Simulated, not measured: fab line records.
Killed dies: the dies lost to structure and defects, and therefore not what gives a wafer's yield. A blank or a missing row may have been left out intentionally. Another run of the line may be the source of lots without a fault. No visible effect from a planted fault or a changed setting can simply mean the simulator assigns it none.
fab line records | flow n5-finfet
record lots=6 wafers=18 last-day=24
route steps=1938 shown BEOL_M11@1554
lots that met no fault: taken from a fault-free run of the same line
start-h: the number of hours between the record's first day and the start of the first shown wafer of the lot | wait-h: time in hours since the lot's previous step | " the same as in the row above | L1.1+2: a row that stands for several wafers | - either no value or no given start | * or withheld: withheld | < > ~ a bound
route shown NAME@n: NAME is a module with steps in the file, n the number in the route of the first one | usual: the fault-free wafers' mean and standard deviation | same: alike in all rows | chamber/n: place in a boat | sites: per-site readings | _std_site: standard deviation of those values | _edge_site: mean of outer sites minus mean of inner sites | radius-mm: how far each site lies from the wafer's centre | mask NAME#n: copy n | behind: the tool/chamber that last shaped the wafer | hold: what put the lot on hold/how long, in hours/how the hold closed | device: the n, p or np transistor that did not switch | end of line: the tests these same wafers got at the end of their route | for a step that has no rows: nothing shown but its recipe | killed: the dies lost at the first sort to structure and to defects; this is not the yield of the wafer | map: the dies of a wafer, with x for killed, . for not killed, _ for no die there
set.NAME: the setting that was run; set.NAME@STEP: the one run at that earlier step | model.NAME: the simulator's own value behind a step, which no gauge read
lots seen at some steps along the route; tables by step, rows by wafer
services: from which hour (start-h, from the record's first day; less than 0 if before it) a tool's chamber was out of use, for how many hours, and why
## steps
# step N5_BEOL_M11_ETCH_62
# recipe chemistry=N2/H2 target=SOC target-depth-a=1100 overetch-a=220 mask-material=SiARC temp-c=40 time-s=165 ion-energy-ev=200 pressure-mtorr=30 source-w=840 bias-w=150 n2-flow-sccm=200 h2-flow-sccm=200
# usual drypump-motor-current-A=5.6/0.38 n2-flow-sccm=200.0/0.52 oes-product-au=0.69/0.069 rf-vpp-V=523.5/2 showerhead-plenum-p-Torr=2.52/0.068 throttle-valve-pct=17.68/0.23
# columns lot.wafer tool chamber start-h wait-h drypump-motor-current-A n2-flow-sccm oes-product-au rf-hours-counter-h rf-vpp-V showerhead-plenum-p-Torr throttle-valve-pct
L147.1 rie-diel-01 3 391.47 0.0 6.2 200.0 0.71 75 524.6 2.55 17.47
L147.4 " 0 " " 5.0 200.8 0.61 188 521.7 2.42 17.58
L147.5 " 3 " " 6.2 199.0 0.71 - 525.2 2.55 17.48
L146.1 rie-diel-01 2 441.92 0.0 6.2 199.9 0.67 106 524.4 2.56 17.74
L146.3 " 1 " " 5.6 198.7 0.62 180 525.3 2.54 17.81
L146.5 " 1 " " 5.6 199.7 0.62 - 523.6 2.54 17.82
L157.1 rie-diel-04 2 465.98 0.0 5.1 199.7 0.76 34 525.4 2.60 17.75
L157.3 " 1 " " 5.4 199.3 0.77 24 523.2 2.50 17.70
L157.5 " 0 " " 5.3 200.2 0.65 - 527.1 2.66 18.20
L156.1 rie-diel-04 0 468.45 0.0 5.3 199.7 0.64 141 527.0 2.66 18.20
L156.5 " 0 " " 5.3 199.8 0.64 - 526.6 2.66 18.17
L156.6 " 2 " " 5.1 200.7 0.75 - 524.3 2.60 17.77
L166.3 rie-diel-04 1 520.63 0.0 5.4 199.9 0.73 44 521.7 2.49 17.73
L166.4 " 3 " " 5.8 199.9 0.77 14 522.7 2.51 17.36
L166.5 " 3 " " 5.8 199.8 0.77 - 522.4 2.51 17.37
L167.3 rie-diel-04 1 525.44 0.0 5.5 199.9 0.74 46 521.5 2.49 17.76
L167.4 " 0 " " 5.3 200.5 0.63 161 527.8 2.65 18.23
L167.5 " 1 " " 5.4 200.7 0.74 - 522.4 2.49 17.74
# step N5_BEOL_M11_STRIP_68
# recipe chemistry=N2/H2 temp-c=40 n2-flow-sccm=200 h2-flow-sccm=200 rf-frequency-hz=6e+07
# step N5_BEOL_M11_STRIP_67
# recipe chemistry=CF4 resist=SiARC power-w=300 bias-power-w=75 pressure-mtorr=50 cf4-flow-sccm=150 rf-frequency-hz=6e+07
# usual drypump-motor-current-A=5.6/0.39 oes-product-au=0.81/0.081 rf-vpp-V=270.8/1.2 showerhead-plenum-p-Torr=1.78/0.041 throttle-valve-pct=13.46/0.18
# columns lot.wafer tool chamber start-h wait-h drypump-motor-current-A oes-product-au rf-hours-counter-h rf-vpp-V showerhead-plenum-p-Torr throttle-valve-pct
L147.1 rie-diel-01 3 391.61 0.0 6.2 0.84 75 271.1 1.80 13.29
L147.4 " 0 " " 5.0 0.71 188 270.6 1.70 13.40
L147.5 " 3 " " 6.2 0.84 - 271.7 1.80 13.29
L146.1 rie-diel-01 2 442.07 0.0 6.2 0.80 106 271.3 1.80 13.52
L146.3 " 1 " " 5.6 0.72 180 270.0 1.81 13.64
L146.5 " 1 " " 5.6 0.73 - 270.1 1.81 13.63
L157.1 rie-diel-04 2 466.12 0.0 5.1 0.89 34 271.8 1.83 13.27
L157.3 " 1 " " 5.4 0.90 24 270.4 1.77 13.51
L157.5 " 0 " " 5.3 0.76 - 271.7 1.85 13.73
L156.1 rie-diel-04 0 468.59 0.0 5.3 0.75 141 273.4 1.85 13.73
L156.5 " 0 " " 5.3 0.76 - 273.2 1.85 13.72
L156.6 " 2 " " 5.1 0.88 - 271.7 1.83 13.27
L166.3 rie-diel-04 1 520.78 0.0 5.4 0.86 44 270.5 1.76 13.53
L166.4 " 3 " " 5.8 0.90 14 269.9 1.77 13.11
L166.5 " 3 " " 5.8 0.90 - 270.2 1.77 13.11
L167.3 rie-diel-04 1 525.59 0.0 5.4 0.86 46 270.1 1.76 13.53
L167.4 " 0 " " 5.3 0.74 161 272.3 1.85 13.78
L167.5 " 1 " " 5.4 0.86 - 269.8 1.76 13.55
# step N5_BEOL_M11_HM_OPEN_17
# recipe chemistry=Cl2/BCl3 target-depth-a=200 overetch-a=60 target=TiN mask-material=SOC ion-energy-ev=150 pressure-mtorr=10 icp-w=1000 bias-w=126 Cl2_flow_sccm=53.25 bcl3-flow-sccm=21.75 Ar_flow_sccm=25
# usual drypump-motor-current-A=5.7/0.39 oes-product-au=0.71/0.054 throttle-valve-pct=21.98/0.22
# columns lot.wafer tool chamber start-h wait-h drypump-motor-current-A oes-product-au rf-hours-counter-h throttle-valve-pct
L147.1 rie-metal-01 0 391.66 0.0 5.8 0.71 17 21.91
L147.4 " 0 " " 5.8 0.71 - 21.92
L147.5 " 0 " " 5.8 0.72 - 21.92
L146.1 rie-metal-03 0 442.11 0.0 6.1 0.74 14 21.77
L146.3 " 0 " " 6.1 0.74 - 21.77
L146.5 " 0 " " 6.1 0.73 - 21.77
L157.1 rie-metal-02 1 467.45 1.3 5.9 0.67 33 22.10
L157.3 " 0 " " 5.8 0.72 - 21.75
L157.5 " 0 " " 5.9 0.73 - 21.73
L156.1 rie-metal-03 1 468.64 0.0 5.5 0.80 2 22.43
L156.5 " 0 " " 6.1 0.72 - 21.76
L156.6 " 1 " " 5.5 0.80 - 22.43
L166.3 rie-metal-01 0 520.85 0.1 5.8 0.68 - 21.96
L166.4 " 1 " " 4.9 0.61 - 22.01
L166.5 " 0 " " 5.8 0.67 - 21.95
L167.3 rie-metal-03 1 525.66 0.1 5.5 0.76 - 22.44
L167.4 " 0 " " 6.0 0.70 - 21.80
L167.5 " 1 " " 5.5 0.76 - 22.46
# step N5_BEOL_M11_STRIP_19
# recipe chemistry=O2 power-w=400 temp-c=40 pressure-mtorr=30 rf-frequency-hz=6e+07 bias-power-w=0 overash-fraction=0.2 o2-flow-sccm=225
# usual drypump-motor-current-A=5.6/0.37 oes-product-au=0.81/0.087 rf-vpp-V=3.7/0.57 showerhead-plenum-p-Torr=2.08/0.055 throttle-valve-pct=16.52/0.2
# columns lot.wafer tool chamber start-h wait-h drypump-motor-current-A oes-product-au rf-hours-counter-h rf-vpp-V showerhead-plenum-p-Torr throttle-valve-pct
L147.1 rie-diel-04 0 391.87 0.2 5.3 0.78 116 3.7 2.20 16.84
L147.4 " 3 " " 5.8 0.70 229 4.1 2.05 16.43
L147.5 " 0 " " 5.3 0.78 - 3.2 2.20 16.83
L146.1 rie-diel-01 3 442.35 0.2 6.2 0.83 84 4.9 2.11 16.44
L146.3 " 0 " " 5.0 0.70 203 3.9 1.98 16.45
L146.5 " 2 " " 6.2 0.80 - 4.9 2.12 16.62
L157.1 rie-diel-05 3 467.74 0.3 5.9 0.87 62 2.8 2.04 16.42
L157.3 " 1 " " 5.9 0.85 50 3.6 2.03 16.38
L157.5 " 0 " " 5.3 0.89 - 3.0 2.05 16.42
L156.1 rie-diel-05 1 468.85 0.2 5.9 0.84 51 3.5 2.03 16.41
L156.5 " 1 " " 5.9 0.84 - 4.0 2.03 16.40
L156.6 " 0 " " 5.3 0.89 - 3.0 2.05 16.43
L166.3 rie-diel-05 3 520.93 0.1 5.9 0.85 82 4.4 2.03 16.46
L166.4 " 0 " " 5.3 0.86 - 3.2 2.04 16.46
L166.5 " 3 " " 5.9 0.84 - 3.5 2.03 16.45
L167.3 rie-diel-04 1 525.74 0.1 5.4 0.90 46 3.2 2.07 16.72
L167.4 " 3 " " 5.8 0.91 16 4.4 2.04 16.06
L167.5 " 0 " " 5.3 0.74 - 3.9 2.18 16.91
# step N5_BEOL_M11_CD_MEAS_18
# recipe pitch-nm=140 target-cd-nm=70
# usual cd-nm=69.8/0.67
# columns lot.wafer tool chamber start-h wait-h cd-nm
L147.1 cd-sem-01 - 391.94 0.0 70.2
L147.4 " - " " 70.9
L147.5 " - " " 70.2
L146.1 cd-sem-01 - 442.42 0.0 70.1
L146.3 " - " " 69.5
L146.5 " - " " 70.8
L157.1 cd-sem-01 - 467.81 0.0 69.9
L157.3 " - " " 69.6
L157.5 " - " " 70.6
L156.1 cd-sem-01 - 468.92 0.0 69.7
L156.5 " - " " 69.3
L156.6 " - " " 69.6
L166.3 cd-sem-02 - 521.01 0.1 70.9
L166.4 " - " " 70.1
L166.5 " - " " 69.5
L167.3 cd-sem-01 - 525.81 0.1 70.9
L167.4 " - " " 69.8
L167.5 " - " " 70.6
# step N5_BEOL_M11_COAT_63
# recipe resist=SOC temp-c=250 time-s=60 spin-rpm=1500 resist-thk-nm=100
# step N5_BEOL_M11_COAT_64
# recipe resist=SiARC temp-c=220 time-s=60 spin-rpm=1500 resist-thk-nm=30
# step N5_BEOL_M11_COAT_22
# recipe resist=CAR-ArF spin-rpm=1500 resist-thk-nm=90
# step N5_BEOL_M11_EBR_24
# recipe solvent=PGMEA ebr-width-mm=1.5
# step N5_BEOL_M11_SOFTBAKE_23
# recipe temp-c=110 time-s=60 resist=CAR-ArF
# step N5_BEOL_M11_EXPOSE_25
# recipe mask-id=V10 na=1.35 source-shape=annular sigma-inner=0.5 sigma-outer=0.8 polarization=unpolarized dose-mj=85.5
# step N5_BEOL_M11_PEB_26
# recipe peb-temp-c=withheld peb-time-s=60 resist=CAR-ArF
# usual chill-plate-temp-C=23.01/0.09 exhaust-pa=45.0/0.91 peb-time-s=60/0 resist-line-temp-C=22.99/0.1
# columns lot.wafer tool chamber start-h wait-h chill-plate-temp-C exhaust-pa peb-time-s resist-line-temp-C
L147.1 litho-track-04 0 392.28 0.1 22.88 44.7 60 22.92
L147.4 " 0 " " 22.89 44.0 60 22.92
L147.5 " 0 " " 23.02 44.1 60 22.94
L146.1 litho-track-04 0 447.67 0.1 22.98 45.7 60 23.19
L146.3 " 0 " " 22.97 44.5 60 22.97
L146.5 " 0 " " 22.78 46.0 60 22.96
L157.1 litho-track-05 - 472.15 0.1 - - - -
L157.3 " - " " - - - -
L157.5 " - " " - - - -
L156.1 litho-track-04 - 472.20 0.1 - - - -
L156.5 " - " " - - - -
L156.6 " - " " - - - -
L166.3 litho-track-03 0 525.79 0.0 22.95 44.5 60 22.91
L166.4 " 0 " " 23.00 45.1 60 22.97
L166.5 " 0 " " 23.13 46.0 60 23.08
L167.3 litho-track-05 0 528.41 0.0 22.90 46.3 60 23.12
L167.4 " 0 " " 23.02 44.6 60 23.24
L167.5 " 0 " " 23.05 46.0 60 23.32
# step N5_BEOL_M11_DEVELOP_27
# recipe develop-time-s=30 developer=TMAH resist=CAR-ArF rinse-liquid=diw dry=air-spin dev-temp-c=23
## services
# columns tool chamber start-h hours kind
rie-diel-04 1 371.06 - clean
rie-diel-04 1 371.06 - consumable-replace:focus-ring
rie-diel-04 1 371.06 16.2 scheduled-down
rie-diel-04 1 371.06 16.2 vent-cycle
rie-diel-01 3 402.03 14.8 repair
rie-metal-01 0 405.52 9.5 repair
rie-metal-01 - 405.81 15.6 pm
rie-diel-01 0 408.18 3.1 repair
rie-diel-01 3 422.49 3.5 repair
rie-metal-03 1 422.58 - clean
rie-metal-03 1 422.58 25.8 scheduled-down
rie-metal-03 1 422.58 25.8 vent-cycle
rie-metal-03 - 435.58 0.9 repair
rie-diel-01 - 452.31 14.6 pm
rie-diel-04 3 460.76 - clean
rie-diel-04 3 460.76 - consumable-replace:focus-ring
rie-diel-04 3 460.76 14.0 scheduled-down
rie-diel-04 3 460.76 14.0 vent-cycle
rie-diel-01 - 467.94 2.8 pm
rie-diel-01 1 471.75 9.3 repair
rie-diel-01 3 475.74 4.3 repair
rie-metal-02 - 504.66 0.2 repair
rie-diel-05 2 513.48 - clean
rie-diel-05 2 513.48 - consumable-replace:focus-ring
## key
first-sign step=N5_BEOL_M11_PEB_26 reading=tool-record direction=missing
effect none on later readings
met-at N5_BEOL_M11_PEB_26
struck-wafers L156.1,L156.5,L156.6,L157.1,L157.3,L157.5
later-rows-left-out L156.1,L156.5,L156.6,L157.1,L157.3,L157.5
sort-left-out L156.1,L156.5,L156.6,L157.1,L157.3,L157.5
onset-between 447.67 472.15
fault kind=skipped-step-whole tool=litho-track-04,litho-track-05 chamber=- onset-h=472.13 steps=N5_BEOL_M11_PEB_26 scope=struck-lots-only
# sort-left-out: the simulated sort isn't trusted on such a fault, so these wafers' sort isn't shown, and their yield isn't known
# later-rows-left-out: the simulator's readings of these wafers behind a module that went badly wrong aren't trusted and aren't shown, but for the sort
